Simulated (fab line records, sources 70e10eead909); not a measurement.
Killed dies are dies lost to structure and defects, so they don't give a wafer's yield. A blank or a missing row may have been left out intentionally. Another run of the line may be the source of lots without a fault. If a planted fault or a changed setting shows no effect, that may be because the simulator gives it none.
Chamber matching | flow nandHarc | NHARC_P_M2_CMP_23 on cmp-01 has 4 sister chambers
The step polishes, t overpolish 20 s, target thk 144.3 nm. 4 wafers are shown with their chamber, then 6 later ones without.

## WAFERS PAIRED WITH THEIR CHAMBERS
wafer  | chamber | motorCurrentA (A)
L767.6 | 1       | 10.5
L770.5 | 3       | 11.7
L770.6 | 0       | 11.4
L775.5 | 2       | 10.7

## WAFERS MISSING THEIR CHAMBER
wafer  | motorCurrentA (A)
L775.6 | 11.1
L778.1 | 10.1
L778.4 | 11.2
L778.5 | 9.7
L780.4 | 10.4
L780.6 | 12.6

## CHAMBER TAKEN BY EACH
wafer  | from the rows above               | in truth
L775.6 | can't be placed: 0 or 2 or 1 or 3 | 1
L778.1 | can't be placed: 1 or 2 or 0      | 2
L778.4 | can't be placed: 0 or 2 or 3 or 1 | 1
L778.5 | can't be placed: 1 or 2 or 0      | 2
L780.4 | can't be placed: 1 or 2 or 0      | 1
L780.6 | can't be placed: 3 or 0 or 2      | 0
0 of 6 placed correctly. These rows do not allow placing 6 (true chamber among the candidates in 6). Number placed wrongly: 0.
How it was worked out, from the rows above alone: a wafer's distance from a chamber is the root of the sum, over the readings, of the square of ((its reading less the chamber's mean) divided by the reading's scatter). The wafer belongs to the nearest chamber; if the next one is less than 2 further off, it can't be placed. The mean given for a chamber averages the wafers shown for that chamber. The scatter: root of mean squared gap, hidden wafer to nearest shown wafer, with one shown wafer a chamber.
